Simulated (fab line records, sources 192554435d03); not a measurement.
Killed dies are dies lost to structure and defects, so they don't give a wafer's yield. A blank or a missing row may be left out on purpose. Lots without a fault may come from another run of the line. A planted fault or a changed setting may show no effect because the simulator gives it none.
Chamber matching | flow n5_finfet | N5_ZERO_LAYER_ETCH_18 on rie_si-01: 4 sister chambers
The step etches Si in HBr/Cl2, target depth 120 nm, time 40 s. 7 wafers are shown with their chamber, then 7 later ones without.

WAFERS WITH THEIR CHAMBER
wafer  | chamber | oes_product_au (a.u.)
L528.1 | 3       | 0.973
L528.6 | 0       | 1.000
L530.1 | 1       | 0.991
L530.2 | 0       | 1.003
L530.4 | 2       | 0.991
L532.3 | 1       | 1.003
L532.4 | 3       | 0.977

WAFERS WITHOUT THEIR CHAMBER
wafer  | oes_product_au (a.u.)
L532.5 | 0.980
L533.2 | 0.995
L533.3 | 0.998
L533.5 | 0.988
L538.4 | 1.009
L538.5 | 0.966
L538.6 | 0.994

WHICH CHAMBER EACH WENT THROUGH
wafer  | from the rows above               | in truth
L532.5 | can't be placed: 3 or 2           | 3
L533.2 | can't be placed: 1 or 2 or 0      | 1
L533.3 | can't be placed: 1 or 0 or 2      | 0
L533.5 | can't be placed: 2 or 1 or 3 or 0 | 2
L538.4 | can't be placed: 0 or 1 or 2      | 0
L538.5 | 3                                 | 3
L538.6 | can't be placed: 1 or 2 or 0      | 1
Placed correctly: 1 of 7. Can't be placed from these rows: 6 (the true chamber is among the candidates in 6). Placed wrongly: 0.
How it was worked out, from the rows above alone: a wafer's distance from a chamber is the root of the sum, over the readings, of the square of ((its reading less the chamber's mean) divided by the reading's scatter). The wafer belongs to the nearest chamber; if the next one is less than 2 further off, it can't be placed. A chamber's mean is the mean of its shown wafers. The scatter: the root of (the sum of the squares of (reading less its chamber's mean) over the shown wafers, divided by (wafers less chambers)).
